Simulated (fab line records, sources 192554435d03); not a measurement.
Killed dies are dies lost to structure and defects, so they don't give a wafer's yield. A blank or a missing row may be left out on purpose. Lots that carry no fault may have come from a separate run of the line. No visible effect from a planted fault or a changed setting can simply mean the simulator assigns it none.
fab line records	flow n5-finfet
[record] lots = 10	wafers = 29	last-day = 19
route steps=1938 shown BEOL_M4@1094 PASSIVATION@1936
lots that met no fault: from a run of the same line without faults
start-h: the number of hours between the record's first day and the start of the first shown wafer of the lot	wait-h: hours since the lot's step before	" as in the row above	L1.1+2: several wafers, shown together as one row	- no value, or no start given	* or withheld: withheld	< > ~ a bound
route shown NAME@n: a module of which the file shows steps, and the number in the route of the first	usual: the fault-free wafers' mean and standard deviation	same: alike in all rows	chamber/n: place in a boat	sites: per-site readings	_std_site: their standard deviation	_edge_site: mean of outer sites minus mean of inner sites	radius-mm: for every site, how far away it sits from the centre of the wafer	mask NAME#n: copy n	behind: the last tool/chamber to shape the wafer	hold: reason for holding the lot/hours on hold/outcome of the hold	device: transistor that didn't switch, given as n, p or np	end of line: the tests these same wafers got at the end of their route	for a step that has no rows: nothing shown but its recipe	killed: dies lost to structure and defects at the first sort, not the wafer's yield	map: the dies of a wafer, with x for killed, . for not killed, _ for no die there
set.NAME: setting as actually run; set.NAME@STEP: the setting as run at that earlier step	model.NAME: the simulator's own value behind a step, which no gauge read
a sample of lots followed through the steps of the route, with each step as a table and each wafer as a row
services: from which hour (start-h, from the record's first day; less than 0 if before it) a tool's chamber was out of use, for how many hours, and why
[[steps]]
[step N5_BEOL_M4_SPUTTER_90]
[recipe] material = Cu	target-thk-a = 45	temp-c = -20	chamber-pressure-pa = 0.07	power-w = withheld	time-s = 8.29
[usual] throttle-valve-pct = 29.7/1.1
lot.wafer	tool	chamber	start-h	wait-h	throttle-valve-pct
L935.1	pvd-sputter-02	-	176.52	0.1	29.2
L935.4	"	-	"	"	29.6
L935.6	"	-	"	"	29.8
L933.2	pvd-sputter-01	-	179.06	0.1	30.2
L933.4	"	-	"	"	29.9
L933.6	"	-	"	"	30.1
L937.2	pvd-sputter-03	-	218.03	0.1	30.2
L937.3	"	-	"	"	28.6
L937.5	"	-	"	"	28.5
L942.2	pvd-sputter-02	-	250.63	0.1	29.7
L942.5	"	-	"	"	29.8
L942.6	"	-	"	"	29.6
L945.2	pvd-sputter-03	-	253.31	0.1	29.1
L945.3	"	-	"	"	31.1
L946.2	pvd-sputter-01	-	255.10	0.1	26.8
L946.3	"	-	"	"	30.0
L946.4	"	-	"	"	30.0
L948.3	pvd-sputter-02	-	267.13	0.1	29.7
L948.4	"	-	"	"	31.6
L948.6	"	-	"	"	29.7
L949.2	pvd-sputter-01	-	277.51	0.1	29.9
L949.5	"	-	"	"	27.1
L949.6	"	-	"	"	29.9
L953.2	pvd-sputter-02	-	314.53	0.1	29.5
L953.5	"	-	"	"	29.5
L953.6	"	-	"	"	31.4
L955.3	pvd-sputter-03	-	346.35	0.1	30.3
L955.4	"	-	"	"	29.0
L955.5	"	-	"	"	30.2
[step N5_BEOL_M4_ANNEAL_91]
[recipe] temp-c = 400	time-s = 240	ambient = vacuum
[usual] heater-power-w = 824/88
lot.wafer	tool	chamber	start-h	wait-h	heater-power-w
L935.1	pvd-sputter-02	-	176.60	0.0	723
L935.4	"	-	"	"	821
L935.6	"	-	"	"	837
L933.2	pvd-sputter-01	-	179.14	0.0	814
L933.4	"	-	"	"	798
L933.6	"	-	"	"	936
L937.2	pvd-sputter-03	-	218.11	0.0	739
L937.3	"	-	"	"	812
L937.5	"	-	"	"	791
L942.2	pvd-sputter-02	-	250.71	0.0	965
L942.5	"	-	"	"	990
L942.6	"	-	"	"	813
L945.2	pvd-sputter-03	-	253.39	0.0	756
L945.3	"	-	"	"	794
L946.2	pvd-sputter-01	-	255.18	0.0	951
L946.3	"	-	"	"	929
L946.4	"	-	"	"	832
L948.3	pvd-sputter-02	-	267.21	0.0	970
L948.4	"	-	"	"	754
L948.6	"	-	"	"	804
L949.2	pvd-sputter-01	-	277.59	0.0	817
L949.5	"	-	"	"	947
L949.6	"	-	"	"	939
L953.2	pvd-sputter-02	-	314.61	0.0	1003
L953.5	"	-	"	"	737
L953.6	"	-	"	"	772
L955.3	pvd-sputter-03	-	346.43	0.0	724
L955.4	"	-	"	"	745
L955.5	"	-	"	"	739
[step N5_BEOL_M4_CMP_52]
[recipe] stop-on = SiOC	t-overpolish-s = 6.8	down-force-psi = 1	platen-rpm = 50	clearing-platen-down-force-psi = 1.5	clearing-platen-rpm = 50	post-cmp-clean = cu-alkaline	target-thk-nm = 40	clearing-platen-pad-velocity-m-s = 0.99484	pad-velocity-m-s = 0.99484
[usual] barrier-field-endpoint-s = 24.8/0.67	clearing-platen-down-force-psi = 1.4998/0.003	motor-current-A = 6.3/0.61	overpolish-run-s = 6.799/0.0092	platen-rpm = 50.00/0.032	time-to-endpoint-s = 63/3.2
lot.wafer	tool	chamber	start-h	wait-h	barrier-field-endpoint-s	clearing-platen-down-force-psi	motor-current-A	overpolish-run-s	platen-rpm	time-to-endpoint-s
L935.4	cmp-01	2	177.76	0.2	24.1	1.4998	5.7	6.804	50.02	61
L935.1	"	3	"	"	24.5	1.5041	5.6	6.796	50.04	67
L935.6	"	0	"	"	24.9	1.4983	6.3	6.808	49.95	66
L933.4	cmp-02	0	180.22	0.1	25.2	1.4977	7.7	6.791	50.01	65
L933.2	"	3	"	"	24.9	1.5038	6.0	6.809	50.05	65
L933.6	"	1	"	"	25.2	1.4974	6.4	6.806	50.03	63
L937.3	cmp-01	2	219.23	0.2	24.5	1.5033	5.7	6.802	50.04	62
L937.2	"	0	"	"	24.4	1.5027	6.7	6.815	49.94	65
L937.5	"	2	"	"	24.4	1.4975	5.7	6.798	49.95	61
L942.2	cmp-04	1	251.78	0.2	24.9	1.5045	6.2	6.806	50.01	63
L942.5	"	1	"	"	25.8	1.5001	6.2	6.795	50.01	65
L942.6	"	2	"	"	24.4	1.5002	6.5	6.789	50.04	60
L945.3	cmp-02	1	254.62	0.2	25.0	1.4967	6.5	6.798	50.08	65
L945.2	"	3	"	"	24.8	1.5002	6.0	6.797	49.98	64
L946.3	cmp-01	1	256.31	0.2	25.0	1.4983	6.4	6.797	50.01	67
L946.4	"	2	"	"	24.2	1.4976	5.6	6.821	50.02	58
L946.2	"	3	"	"	24.2	1.5011	5.3	6.807	50.02	63
L948.3	cmp-01	1	268.32	0.2	24.5	1.5036	6.2	6.802	50.02	63
L948.4	"	3	"	"	24.4	1.4989	5.7	6.806	49.99	61
L948.6	"	1	"	"	26.1	1.5041	5.8	6.783	50.01	68
L949.2	cmp-04	2	278.98	0.4	23.8	1.5012	6.3	6.810	50.00	61
L949.6	"	1	"	"	23.4	1.4985	6.5	6.802	49.97	59
L949.5	"	2	"	"	24.4	1.4981	6.8	6.793	50.05	59
L953.2	cmp-04	2	315.79	0.3	24.4	1.5040	6.9	6.810	50.04	60
L953.6	"	3	"	"	25.4	1.5024	7.3	6.797	50.00	67
L953.5	"	0	"	"	26.0	1.5010	6.3	6.781	49.99	64
L955.4	cmp-02	2	347.56	0.2	24.1	1.4976	5.9	6.794	50.09	65
L955.3	"	0	"	"	25.0	1.5015	7.3	6.792	49.99	65
L955.5	"	1	"	"	25.5	1.4950	6.2	6.778	49.97	65
[step N5_BEOL_M4_CO_CAP_55]
[recipe] material = Co	target-thk-a = 20	temp-c = 200	precursor = CCTBA/H2	pressure-torr = 30	time-s = 102.1
[usual] chamber-pressure-Torr = 30.00/0.067	heater-power-w = 235/32	run-length-s = 124.7/0.6
lot.wafer	tool	chamber	start-h	wait-h	chamber-pressure-Torr	heater-power-w	run-length-s
L935.1	cvd-co-02	1	178.06	0.0	30.02	226	125.2
L935.4	"	2	"	"	30.03	194	124.5
L935.6	"	0	"	"	30.00	255	125.0
L933.2	cvd-co-02	2	180.59	0.0	29.94	193	123.8
L933.4	"	1	"	"	29.93	222	125.3
L933.6	"	2	"	"	30.03	198	123.9
L937.2	cvd-co-02	2	219.56	0.0	30.11	194	123.8
L937.3	"	1	"	"	30.07	223	125.5
L937.5	"	1	"	"	29.90	225	125.1
L942.2	cvd-co-02	1	252.26	0.0	29.99	221	125.1
L942.5	"	2	"	"	30.01	192	124.5
L942.6	"	0	"	"	30.09	260	125.8
L945.2	cvd-co-02	0	254.99	0.0	30.06	257	176.8
L945.3	"	1	"	"	29.87	224	177.0
L946.2	cvd-co-02	1	256.64	0.0	30.03	223	177.7
L946.3	"	2	"	"	30.02	192	176.5
L946.4	"	0	"	"	30.06	264	176.9
L948.3	cvd-co-01	0	268.66	0.0	29.91	203	124.9
L948.4	"	2	"	"	30.01	277	123.8
L948.6	"	0	"	"	29.98	196	125.1
L949.2	cvd-co-02	1	279.32	0.0	29.92	225	177.9
L949.5	"	0	"	"	30.01	263	177.6
L949.6	"	1	"	"	29.92	227	178.0
L953.2	cvd-co-01	2	316.05	0.0	29.98	269	124.0
L953.5	"	1	"	"	30.07	258	124.9
L953.6	"	0	"	"	30.02	199	124.8
L955.3	cvd-co-02	0	347.89	0.0	30.05	262	124.8
L955.4	"	1	"	"	29.94	217	125.3
L955.5	"	2	"	"	30.05	193	123.8
[step N5_BEOL_M4_RC_MEAS_101]
[usual] DIBL_N = 36.5/1.9	DIBL_P = 36.7/2.1	IOFF_N = 0.17/0.035	IOFF_P = 0.22/0.042	ION_N = 676/10	ION_P = 462/8.1	SS_N = 71.5/0.72	SS_P = 73.4/0.7	VT_N = 249/3.1	VT_P = -250/3.9
lot.wafer	tool	chamber	start-h	wait-h	DIBL_N[mV/V]	DIBL_P[mV/V]	IOFF_N[nA/um]	IOFF_P[nA/um]	ION_N[uA/um]	ION_P[uA/um]	SS_N[mV/dec]	SS_P[mV/dec]	VT_N[mV]	VT_P[mV]
L935.1	prober-01	0	178.29	0.0	36.3	35.7	0.14	0.21	661	463	71.8	73.8	254	-250
L935.4	"	0	"	"	37.0	36.7	0.15	0.22	686	474	72.2	73.3	251	-247
L935.6	"	0	"	"	40.5	41.0	0.23	0.31	699	475	72.5	74.9	247	-246
L933.2	prober-02	0	180.98	0.2	38.3	40.1	0.21	0.31	678	466	72.6	74.4	250	-246
L933.4	"	0	"	"	38.4	40.2	0.22	0.31	695	481	71.9	74.1	245	-244
L933.6	"	0	"	"	36.6	36.9	0.18	0.25	681	471	72.8	73.3	249	-246
L937.2	prober-02	0	219.95	0.2	37.9	37.8	0.16	0.27	674	467	72.4	73.1	247	-245
L937.3	"	0	"	"	39.7	40.0	0.20	0.30	681	472	72.3	74.3	249	-244
L937.5	"	0	"	"	38.8	38.7	0.17	0.26	670	460	71.8	73.7	249	-246
L942.2	prober-02	0	252.65	0.2	38.4	38.8	0.21	0.24	694	467	71.6	74.4	242	-249
L942.5	"	0	"	"	37.8	37.0	0.19	0.21	676	456	72.2	74.3	245	-253
L942.6	"	0	"	"	36.4	36.2	0.17	0.20	681	457	70.9	73.6	245	-250
L945.2	prober-01	0	255.38	0.2	37.7	38.6	0.19	0.21	680	453	72.7	73.8	245	-252
L945.3	"	0	"	"	36.5	38.0	0.17	0.19	675	456	71.8	73.5	249	-254
L946.2	prober-02	0	257.03	0.2	37.9	37.9	0.18	0.20	678	456	70.9	73.9	248	-254
L946.3	"	0	"	"	36.5	35.3	0.16	0.17	671	451	71.8	73.2	251	-254
L946.4	"	0	"	"	36.5	36.1	0.15	0.18	669	456	71.2	73.0	251	-254
L948.3	prober-01	0	269.23	0.3	36.0	34.8	0.15	0.18	666	454	72.0	72.8	254	-252
L948.4	"	0	"	"	37.1	35.7	0.16	0.19	668	456	72.6	72.5	249	-254
L948.6	"	0	"	"	35.8	34.6	0.14	0.18	657	446	71.6	72.5	253	-252
L949.2	prober-02	0	279.71	0.2	37.5	37.4	0.20	0.29	689	478	72.3	73.8	245	-241
L949.5	"	0	"	"	37.1	37.9	0.20	0.31	698	489	71.0	74.6	245	-242
L949.6	"	0	"	"	35.9	35.3	0.16	0.25	681	477	70.9	74.0	250	-244
L953.2	prober-02	0	316.44	0.2	35.2	34.6	0.12	0.16	662	454	71.2	72.1	253	-255
L953.5	"	0	"	"	36.2	36.1	0.15	0.17	679	458	71.1	73.1	247	-254
L953.6	"	0	"	"	34.5	34.0	0.12	0.15	659	451	71.2	72.1	253	-256
L955.3	prober-01	0	348.43	0.3	35.8	36.4	0.18	0.24	683	470	71.4	73.4	247	-247
L955.4	"	0	"	"	37.7	38.7	0.19	0.26	674	460	72.8	73.5	246	-248
L955.5	"	0	"	"	35.5	36.3	0.16	0.23	682	472	71.3	73.2	249	-247
[step N5_PASSIVATION_PROBE_49]
[usual] defect-limited-yield = 91.4/1.5	killed_at_M0_to_M3 = 35/12	killed_at_M4_up = 13/5.8	killed-at-contacts = 12/5.5	killed-at-front-end = 36/9.9	killed-at-other = 4/3.7	killed-dies = 101/18	killed-open = 66/13	killed-short = 33/8	sort_bin_5_function = 5.0/1	sort_bin_6_memory = 3.2/0.67	sort-n-pass = 1079/18	sort-yield-pct = 91.4/1.5
[same] gross-dies = 1180	killed-at-back-side = 0	sort_bin_4_leakage[%] = 0	sort_bin_8_speed[%] = 0
lot.wafer	tool	chamber	start-h	wait-h	defect-limited-yield[%]	killed_at_M0_to_M3	killed_at_M4_up	killed-at-contacts	killed-at-front-end	killed-at-other	killed-dies	killed-open	killed-short	sort_bin_5_function[%]	sort_bin_6_memory[%]	sort-n-pass	sort-yield-pct[%]
L935.1	prober-02	-	290.28	0.0	89.2	47	40	9	30	1	127	85	40	5.9	4.6	1053	89.2
L935.4	prober-02	-	290.43	0.2	89.9	38	21	9	48	3	119	83	36	6.4	3.6	1061	89.9
L935.6	prober-02	-	290.53	0.3	89.2	34	29	10	54	1	128	88	39	6.1	4.6	1052	89.2
L942.2	prober-01	-	370.20	0.1	87.2	79	20	17	28	7	151	101	47	8.1	4.2	1029	87.2
L942.5	prober-01	-	370.35	0.2	88.4	71	17	13	34	2	137	78	57	7.3	3.7	1043	88.4
L942.6	prober-01	-	370.40	0.3	90.1	34	14	20	47	2	117	83	34	6.1	3.6	1063	90.1
L948.3	prober-02	-	377.18	0.1	92.4	37	7	13	21	12	90	58	32	4.2	3.2	1090	92.4
L948.4	prober-02	-	377.23	0.2	92.1	36	8	8	30	11	93	60	31	4.4	2.9	1087	92.1
L948.6	prober-02	-	377.33	0.3	91.3	21	13	18	36	15	103	64	39	4.3	4.1	1077	91.3
// killed by level:class
L935.1 BEOL_M4:geometric-particle:open=26 BEOL_M2:geometric-particle:open=12 BEOL_M0_SAQP:geometric-particle:short=11 BEOL_M3:geometric-particle:open=10 BEOL_M4:geometric-particle:short=9 MOL_CONTACT_COAG:geometric-particle:open=8 GATE_CUT:geometric-particle:short=7 DUMMY_GATE:geometric-particle:open=5
L935.4 STI_FIN_REVEAL:geometric-particle:open=16 BEOL_M2:geometric-particle:open=13 FIN_SAQP:geometric-particle:open=9 BEOL_M3:geometric-particle:open=9 BEOL_M4:geometric-particle:open=9 FIN_SAQP:geometric-particle:short=8 MOL_CONTACT_COAG:geometric-particle:open=5 BEOL_M0_SAQP:geometric-particle:open=5
L935.6 BEOL_M4:geometric-particle:open=15 STI_FIN_REVEAL:geometric-particle:open=14 BEOL_M2:geometric-particle:open=13 MOL_CONTACT_COAG:geometric-particle:open=8 STI_FIN_REVEAL:geometric-particle:short=8 BEOL_M3:geometric-particle:open=7 FIN_SAQP:geometric-particle:open=5 BEOL_M1:geometric-particle:short=5
L942.2 BEOL_M0_SAQP:geometric-particle:open=20 BEOL_M0_SAQP:geometric-particle:short=19 MOL_CONTACT_COAG:geometric-particle:open=12 BEOL_M3:geometric-particle:open=12 STI_FIN_REVEAL:geometric-particle:open=10 BEOL_M1:geometric-particle:open=9 BEOL_M4:geometric-particle:open=8 MOL_CONTACT_COAG:geometric-particle:short=5
L942.5 BEOL_M0_SAQP:geometric-particle:short=26 BEOL_M0_SAQP:geometric-particle:open=16 MOL_CONTACT_COAG:geometric-particle:open=12 FIN_SAQP:geometric-particle:short=9 BEOL_M4:geometric-particle:open=9 BEOL_M1:geometric-particle:open=7 FIN_SAQP:geometric-particle:open=6 BEOL_M1:geometric-particle:short=6
L942.6 MOL_CONTACT_COAG:geometric-particle:open=19 STI_FIN_REVEAL:geometric-particle:open=13 BEOL_M0_SAQP:geometric-particle:short=10 DUMMY_GATE:geometric-particle:open=8 GATE_CUT:geometric-particle:short=6 BEOL_M0_SAQP:geometric-particle:open=6 FIN_SAQP:geometric-particle:open=5 BEOL_M1:geometric-particle:open=5
L948.3 MOL_CONTACT_COAG:geometric-particle:open=11 BEOL_M0_SAQP:geometric-particle:short=9 FIN_SAQP:geometric-particle:short=5 BEOL_M0_SAQP:geometric-particle:open=5 BEOL_M0:geometric-particle:open=5 BEOL_M1:geometric-particle:open=5 BEOL_M2:geometric-particle:open=5 FIN_SAQP:geometric-particle:open=4
L948.4 BEOL_M3:geometric-particle:open=12 FIN_SAQP:geometric-particle:open=8 FIN_SAQP:geometric-particle:short=7 BEOL_M2:geometric-particle:open=7 MOL_CONTACT_COAG:geometric-particle:open=6 BEOL_M1:geometric-particle:open=5 GATE_CUT:geometric-particle:short=5 BEOL_M0_SAQP:geometric-particle:short=5
L948.6 MOL_CONTACT_COAG:geometric-particle:open=17 FIN_SAQP:geometric-particle:short=11 FIN_SAQP:geometric-particle:open=8 BEOL_M0_SAQP:geometric-particle:short=6 BEOL_M3:geometric-particle:open=6 BEOL_M4:geometric-particle:open=5 MIM_BOT:geometric-particle:short=5 DUMMY_GATE:geometric-particle:open=4
[[services]]
tool	chamber	start-h	hours	kind
cvd-co-01	-	167.86	6.9	pm
cmp-01	-	197.60	4.0	pm
cmp-01	-	201.60	-	consumable-replace:conditioner
cmp-01	-	201.60	-	consumable-replace:pad
cmp-01	-	206.87	0.6	repair
cmp-02	-	207.76	20.2	pm
cvd-co-02	-	210.13	0.5	repair
cmp-04	-	223.35	3.7	repair
cmp-01	-	232.37	3.3	pm
cmp-04	-	258.84	4.0	pm
cmp-04	-	262.84	-	consumable-replace:conditioner
cmp-04	-	262.84	-	consumable-replace:pad
cmp-04	-	278.23	0.5	repair
cmp-02	-	282.50	0.3	repair
cvd-co-01	1	294.59	7.7	repair
cmp-02	-	297.28	0.4	repair
cmp-02	-	312.73	1.5	repair
cvd-co-01	1	333.33	-	clean
cvd-co-01	1	333.33	22.0	scheduled-down
cvd-co-01	1	333.33	22.0	vent-cycle
[[key]]
[first-sign] step = N5_BEOL_M4_CO_CAP_55	reading = run-length-s	direction = up	sigmas = 88	usual = *	struck = *
effect none on later readings
met-at N5_BEOL_M4_CO_CAP_55
struck-lots L945,L946,L949
not-acting-at N5_BEOL_M4_SPUTTER_90,N5_BEOL_M4_ANNEAL_91,N5_BEOL_M4_CMP_52
onset-between 252.26 254.99
[fault] kind = process-parameter-drift	tool = cvd-co-02	chamber = -	onset-h = 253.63	steps = N5_BEOL_M4_CO_CAP_55	channel = time-s	offset = *	shape = step	end-h = 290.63	acts-in = *	stated = *
